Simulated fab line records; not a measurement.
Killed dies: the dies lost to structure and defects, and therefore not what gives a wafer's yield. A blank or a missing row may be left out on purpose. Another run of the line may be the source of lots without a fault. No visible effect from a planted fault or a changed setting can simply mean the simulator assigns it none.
A struck lot beside a sound one + flow n5 finfet + 26 out of 1938 route steps
Sound: these wafers, L401.2, L401.3, L401.6. Wafers struck: L391.1, L391.2, L391.5. Last of all comes the cause.
For every step that has rows: the tool of each side, followed by ch and its chambers, followed by its first start. Under that, the readings that differ: sound wafers + struck wafers + difference of the means + sigmas: that difference in standard deviations of wafers without a fault.
alike: same words and numbers on both sides, and readings whose means sit less than 2 such deviations apart. not compared: any withheld reading, any reading some wafer has no value for, any bound like >300 that may hide the same value, and any number with overlapping values for which the record gives no deviation.
A row with sigmas, a row that says differs or no value, or rows on one side alone: a step with any of these is where the two part. Numbers that have no deviation but don't overlap get no sigmas and don't part them. A reading that every wafer of one side lacks parts them only if that side has two wafers or more.

first, 2 steps without rows for these wafers: N5_SD_EPI_N_SRD_20 (time 30 s); N5_SD_EPI_N_PRECLEAN_48 (cleans in NF3:NH3, afs cycles 2, time 20 s, sublimation time 60 s).
N5_SD_EPI_N_VAPOR_ETCH_50: etches Si in HCl, time 54 s.
  sound on epi rpcvd-01 ch 0, day 7 21:28; struck on epi rpcvd-03 ch 0, day 5 08:40
  alike: throttle valve pct
then, 1 step without rows for these wafers: N5_SD_EPI_N_EPI_21 (deposits Si:P, time 690 s).
N5_SD_EPI_N_EPI_MEAS_23:
  sound: film metro-02 at day 7 23:20; struck: film metro-02 at day 5 10:34
  alike: thk nm
then, 3 steps without rows for these wafers: N5_SD_EPI_N_PRECLEAN_24 (cleans in O3/DIW, time 60 s); N5_SD_EPI_N_SRD_25 (time 30 s); N5_SD_EPI_N_PRECLEAN_49 (cleans in NF3:NH3, afs cycles 1, time 20 s, sublimation time 60 s).
N5_SD_EPI_N_LINER_46: material SiNx, target thk 3 nm.
  sound on ald sin-02 ch 0,1,2, day 7 23:38; struck on ald sin-02 ch 0,1,3, day 5 10:54
  alike: heater power w
N5_SD_EPI_N_INSPECT_26: inspects for defects (darkfield).
  sound: defect inspect-02 at day 7 23:53; struck: defect inspect-02 at day 5 11:10
  alike: raw defect count
then, 2 steps without rows for these wafers: N5_SD_EPI_P_COAT_34 (time 60 s, resist thk 350 nm); N5_SD_EPI_P_COAT_35 (time 60 s, resist thk 35 nm).
N5_SD_EPI_P_COAT_03: resist thk 150 nm.
  sound on litho track-02 ch 0, day 7 23:56; struck on litho track-05 ch 0, day 5 11:12
| reading                                             | sound                | struck               | difference | sigmas |
|-----------------------------------------------------|----------------------|----------------------|------------|--------|
| spin speed rpm (rpm)                                | 1499.5 1499.1 1499.1 | 1534.6 1535.0 1535.5 | +35.8      | +40    |
| model.CAR-ArF-block_of_SD_EPI_P_COAT_03.thk nm (nm) | 149.6 149.6 150      | 148.2 147.8 147.8    | -1.8       |        |
then, 5 steps without rows for these wafers: N5_SD_EPI_P_EBR_05; N5_SD_EPI_P_SOFTBAKE_04 (time 60 s); N5_SD_EPI_P_EXPOSE_06 (exposes mask SD P BLK, target cd 240 nm); N5_SD_EPI_P_PEB_07 (peb time 60 s); N5_SD_EPI_P_DEVELOP_08 (develop time 30 s).
N5_SD_EPI_P_CD_MEAS_09: target cd 240 nm.
  sound on cd sem-03 ch 0, day 8 00:10; struck on cd sem-02 ch 0, day 5 11:34
| reading    | sound             | struck            | difference | sigmas |
|------------|-------------------|-------------------|------------|--------|
| cd nm (nm) | 241.2 241.0 240.0 | 239.6 238.8 239.0 | -1.6       | -2     |
N5_SD_EPI_P_OVL_MEAS_10:
  sound on overlay-01 ch 0, day 8 00:12; struck on overlay-02 ch 0, day 5 11:37
  alike: SD_P_BLK_OVL
N5_SD_EPI_P_INSPECT_11: inspects for defects (macro).
  sound: defect inspect-02 at day 8 00:13; struck: defect inspect-02 at day 5 11:38
  alike: raw defect count
N5_SD_EPI_P_DESCUM_14: chemistry O2, time 7.9 s.
  sound on rie diel-02 ch 1,2, day 8 00:16; struck on rie diel-02 ch 0,2, day 5 11:41
  alike: chamber pressure mTorr, drypump motor current A, o2 flow sccm, oes product au, rf vpp V, showerhead plenum p Torr, throttle valve pct
  not compared: rf hours counter h
N5_SD_EPI_P_ETCH_36: etches SiARC in CF4, target depth 45.5 nm, time 75.8 s.
  sound on rie diel-02 ch 1,2, day 8 00:17; struck on rie diel-02 ch 0,2, day 5 11:43
| reading                                             | sound           | struck            | difference | sigmas |
|-----------------------------------------------------|-----------------|-------------------|------------|--------|
| model.CAR-ArF-block_of_SD_EPI_P_COAT_03.thk nm (nm) | 110.6 110.6 111 | 109.2 108.8 108.8 | -1.8       |        |
  alike: bias w, cf4 flow sccm, chamber pressure mTorr, drypump motor current A, etch rf on time s, oes product au, rf vpp V, showerhead plenum p Torr, throttle valve pct
  not compared: rf hours counter h
N5_SD_EPI_P_ETCH_37: etches SOC in N2/H2, overetch 108 nm, time 486 s.
  sound on rie diel-02 ch 1,2, day 8 00:21; struck on rie diel-02 ch 0,2, day 5 11:46
  alike: bias w, chamber pressure mTorr, drypump motor current A, oes product au, rf vpp V, showerhead plenum p Torr, throttle valve pct
  not compared: rf hours counter h
-- the record jumps here: 4 days lie between the struck wafers' starts before and after (it left off in module SD_EPI_P and takes up again in module BEOL_M4, whose first step shown is number 1111 of the route) --
N5_BEOL_M4_RC_MEAS_101:
  sound on prober-01 ch 0, day 12 22:51; struck on prober-01 ch 0, day 9 21:19
  alike: DIBL_N, DIBL_P, IOFF_N, IOFF_P, ION_N, ION_P, SS_N, SS_P, VT_N, VT_P
following that, these wafers have no rows for 1 step: N5_PASSIVATION_PROBE_49.

== WHERE THEY PART ==
Last at N5_SD_EPI_P_CD_MEAS_09 as far as this record goes, first at N5_SD_EPI_P_COAT_03. Later steps at which nothing parts them and some readings are alike: N5_SD_EPI_P_OVL_MEAS_10, N5_SD_EPI_P_INSPECT_11, N5_SD_EPI_P_DESCUM_14, N5_SD_EPI_P_ETCH_36, N5_SD_EPI_P_ETCH_37, N5_BEOL_M4_RC_MEAS_101.

WHY: what the simulator had put in
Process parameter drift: litho track-05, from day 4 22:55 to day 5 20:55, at N5_SD_EPI_P_COAT_03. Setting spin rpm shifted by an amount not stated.
